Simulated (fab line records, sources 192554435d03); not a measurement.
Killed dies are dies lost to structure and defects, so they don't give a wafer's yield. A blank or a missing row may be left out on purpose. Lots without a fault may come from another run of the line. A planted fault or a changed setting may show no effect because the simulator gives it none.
Which tool did it? | flow n5_finfet | 10 lots, 27 wafers sampled, at 6 steps of a route of 1938

WHAT THE GAUGES READ, wafer by wafer
N5_BEOL_M15_THK_MEAS_01.
lot  | measured     | on            | M15_ILD_THK (nm)
L214 | day 11 21:30 | film_metro-02 | 1632 1664
L215 | day 12 06:52 | film_metro-01 | 1640 1623 1645
L217 | day 12 13:35 | film_metro-01 | 1614 1643 1624
L216 | day 13 00:03 | film_metro-01 | 1624 1599
L220 | day 13 08:57 | film_metro-01 | 1603 1602 1613
L221 | day 13 10:02 | film_metro-02 | 1670 1626 1663
L225 | day 15 06:25 | film_metro-01 | 1642 1591 1663
L229 | day 16 17:14 | film_metro-01 | 1626 2906 1641
L234 | day 17 15:10 | film_metro-01 | 1624 2878 2924
L237 | day 18 06:34 | film_metro-01 | 1621 1637

N5_BEOL_M15_CD_MEAS_17: target cd 360 nm.
lot  | measured     | on        | cd_nm (nm)
L214 | day 11 22:23 | cd_sem-03 | 365.6 362.5
L215 | day 12 07:56 | cd_sem-03 | 363.6 359.7 360.8
L217 | day 12 14:51 | cd_sem-03 | 364.2 363.3 361.8
L216 | day 13 00:56 | cd_sem-03 | 366.0 363.5
L220 | day 13 09:50 | cd_sem-01 | 362.3 361.3 365.8
L221 | day 13 11:04 | cd_sem-03 | 363.5 361.6 362.4
L225 | day 15 07:25 | cd_sem-01 | 361.5 357.2 363.9
L229 | day 16 18:26 | cd_sem-02 | 363.1 375.0 363.5
L234 | day 17 16:12 | cd_sem-01 | 363.0 373.2 375.3
L237 | day 18 07:43 | cd_sem-03 | 363.1 358.5

WHICH TOOL RAN EACH LOT (tool, then ch and the chambers of the sampled wafers, then the start)
lot  | N5_BEOL_M14_ETCH_67                | N5_BEOL_M14_DEGAS_41         | N5_BEOL_M14_CMP_49            | N5_BEOL_M15_ILD_DEP_00
L214 | rie_diel-06 ch 0,2, day 11 19:00   | pvd_sputter-03, day 11 19:55 | cmp-03 ch 0,1, day 11 20:50   | pecvd-04 ch 1,2, day 11 21:22
L215 | rie_diel-06 ch 0,1,2, day 12 02:02 | pvd_sputter-03, day 12 04:47 | cmp-04 ch 0,1,3, day 12 06:07 | pecvd-01 ch 0,1, day 12 06:37
L217 | rie_diel-06 ch 0,3, day 12 09:16   | pvd_sputter-01, day 12 11:40 | cmp-04 ch 0,1, day 12 12:53   | pecvd-01 ch 1,2, day 12 13:20
L216 | rie_diel-05 ch 0,1, day 12 19:11   | pvd_sputter-02, day 12 22:26 | cmp-01 ch 0,3, day 12 23:19   | pecvd-04 ch 0,1, day 12 23:48
L220 | rie_diel-04 ch 0,2,3, day 13 02:03 | pvd_sputter-01, day 13 07:22 | cmp-03 ch 0,1,3, day 13 08:13 | pecvd-01 ch 0,2, day 13 08:42
L221 | rie_diel-05 ch 0,1,2, day 13 02:38 | pvd_sputter-01, day 13 08:23 | cmp-03 ch 0,1,3, day 13 09:17 | pecvd-04 ch 0,1,2, day 13 09:47
L225 | rie_diel-04 ch 1,2, day 15 03:30   | pvd_sputter-02, day 15 04:44 | cmp-03 ch 1,2, day 15 05:40   | pecvd-04 ch 1,2, day 15 06:10
L229 | rie_diel-05 ch 0,2, day 16 13:47   | pvd_sputter-01, day 16 15:34 | cmp-03 ch 0,3, day 16 16:28   | pecvd-01 ch 0,2, day 16 16:59
L234 | rie_diel-06 ch 0,1,3, day 17 08:43 | pvd_sputter-02, day 17 13:03 | cmp-03 ch 0,2, day 17 14:26   | pecvd-01 ch 0,1, day 17 14:55
L237 | rie_diel-06 ch 2,3, day 17 19:37   | pvd_sputter-02, day 18 04:49 | cmp-03 ch 2,3, day 18 05:54   | pecvd-04 ch 0,1, day 18 06:19
- N5_BEOL_M14_ETCH_67: etches SiARC in CF4, target depth 143 nm, time 238.3 s.
- N5_BEOL_M14_DEGAS_41: time 60 s.
- N5_BEOL_M14_CMP_49: polishes, stops on SiO2, t overpolish 5.2 s, target thk 560 nm.
- N5_BEOL_M15_ILD_DEP_00: deposits SiO2 from TEOS/O2, target thk 1629.3 nm, time 346.1 s.

WHAT THE TOOLS THEMSELVES READ (means of the sampled wafers that have a number; where no wafer has one, the mark that the record gives instead)
N5_BEOL_M14_ETCH_67.
lot  | tool        | drypump_motor_current_A (A) | etch_rf_on_time_s (s) | oes_product_au (a.u.) | rf_vpp_V (V) | showerhead_plenum_p_Torr (Torr) | throttle_valve_pct (%)
L214 | rie_diel-06 | 5.8                         | 244                   | 0.66                  | 183.7        | 2.11                            | 15.61
L215 | rie_diel-06 | 6.1                         | 240                   | 0.70                  | 183.4        | 2.14                            | 15.51
L217 | rie_diel-06 | 5.5                         | 243                   | 0.61                  | 183.5        | 2.09                            | 15.70
L216 | rie_diel-05 | 5.8                         | 244                   | 0.70                  | 183.5        | 2.13                            | 15.41
L220 | rie_diel-04 | 5.5                         | 233                   | 0.75                  | 184.1        | 2.17                            | 15.62
L221 | rie_diel-05 | 5.7                         | 242                   | 0.68                  | 183.7        | 2.16                            | 15.52
L225 | rie_diel-04 | 5.7                         | 238                   | 0.68                  | 185.8        | 2.21                            | 15.68
L229 | rie_diel-05 | 5.5                         | 248                   | 0.65                  | 183.7        | 2.13                            | 15.62
L234 | rie_diel-06 | 5.8                         | 232                   | 0.74                  | 184.3        | 2.21                            | 15.42
L237 | rie_diel-06 | 6.1                         | 234                   | 0.70                  | 184.5        | 2.16                            | 15.42

N5_BEOL_M14_DEGAS_41.
lot  | tool           | heater_power_w (W)
L214 | pvd_sputter-03 | 443
L215 | pvd_sputter-03 | 458
L217 | pvd_sputter-01 | 420
L216 | pvd_sputter-02 | 492
L220 | pvd_sputter-01 | 430
L221 | pvd_sputter-01 | 438
L225 | pvd_sputter-02 | 461
L229 | pvd_sputter-01 | 439
L234 | pvd_sputter-02 | 482
L237 | pvd_sputter-02 | 447

N5_BEOL_M14_CMP_49.
lot  | tool   | barrier_field_endpoint_s (s) | motor_current_A (A) | overpolish_run_s (s) | slurry_flow_ml_min | time_to_endpoint_s (s)
L214 | cmp-03 | 12.1                         | 7.5                 | 5.208                | 150.2              | 136
L215 | cmp-04 | 11.5                         | 7.7                 | 5.201                | 150.2              | 124
L217 | cmp-04 | 11.4                         | 7.2                 | 5.186                | 149.6              | 119
L216 | cmp-01 | 11.6                         | 7.0                 | 5.191                | 150.1              | 126
L220 | cmp-03 | 11.7                         | 7.4                 | 5.192                | 150.4              | 127
L221 | cmp-03 | 11.9                         | 7.6                 | 5.199                | 150.0              | 128
L225 | cmp-03 | 11.9                         | 8.8                 | 5.197                | 149.9              | 129
L229 | cmp-03 | 11.9                         | 7.3                 | 5.205                | 150.0              | 133
L234 | cmp-03 | 11.3                         | 8.3                 | 5.204                | 149.8              | 127
L237 | cmp-03 | 11.4                         | 8.6                 | 5.200                | 150.4              | 123

N5_BEOL_M15_ILD_DEP_00.
lot  | tool     | heater_power_w (W) | run_length_s (s) | showerhead_plenum_p_Torr (Torr) | throttle_valve_pct (%)
L214 | pecvd-04 | 584                | 389.1            | 8.371                           | 18.9
L215 | pecvd-01 | 582                | 389.1            | 8.391                           | 17.8
L217 | pecvd-01 | 597                | 389.2            | 8.375                           | 17.9
L216 | pecvd-04 | 507                | 389.2            | 8.370                           | 19.1
L220 | pecvd-01 | 562                | 388.8            | 8.380                           | 18.0
L221 | pecvd-04 | 572                | 389.4            | 8.384                           | 18.9
L225 | pecvd-04 | 502                | 389.4            | 8.380                           | 19.4
L229 | pecvd-01 | 522                | 477.3            | 8.366                           | 18.3
L234 | pecvd-01 | 587                | 566.4            | 8.393                           | 17.8
L237 | pecvd-04 | 563                | 389.5            | 8.355                           | 17.9

THE ANSWER, worked out from the rows above alone
Rule: what is usual is taken from the lots themselves. Put in order of their means at a reading, lots are off if they are a third of the lots or fewer, leave a main group of 4 or more, and stand apart from it by a gap of 3 or more times the standard deviation of the main group's means; of several such gaps the widest counts. A main group whose means are all the same, to the digits that the tables above print for the reading, isn't used. A lot without any number at a reading at which 4 lots or more have one is off too. The other lots that the step has rows for count as sound. The gauges are gone through in route order, then the tools' own readings, and for those a lot's mean is taken as printed above. The first step at which some lot is off is used, and at that step the reading that is off furthest; a lot without a number counts as furthest.
Off: L229, L234, at N5_BEOL_M15_THK_MEAS_01 (M15_ILD_THK). The main group: mean 1630 nm, standard deviation 15.
A tool fits if, at a process step before that reading, it ran every lot that is off, and no sound lot after the first of them. The gauges at N5_BEOL_M15_THK_MEAS_01 aren't tried: what is off there is off at N5_BEOL_M15_ILD_DEP_00 too, on other tools, and a gauge's error can't cause that. One fits: pecvd-01 at N5_BEOL_M15_ILD_DEP_00. Its last sound lot is L220 (day 13 08:42), its first lot that is off L229 (day 16 16:59): a fault that began between those two fits.
The tool's own readings at N5_BEOL_M15_ILD_DEP_00 bear it out: on the lots that are off they differ by more than 5 times the standard deviation of the sound lots' means. run_length_s reads 521.9 s there against 389.2 s on the sound lots.

WHAT THE SIMULATOR HAD PUT IN
Process parameter drift: pecvd-01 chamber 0, from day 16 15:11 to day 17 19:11, at N5_BEOL_M15_ILD_DEP_00. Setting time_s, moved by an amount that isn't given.
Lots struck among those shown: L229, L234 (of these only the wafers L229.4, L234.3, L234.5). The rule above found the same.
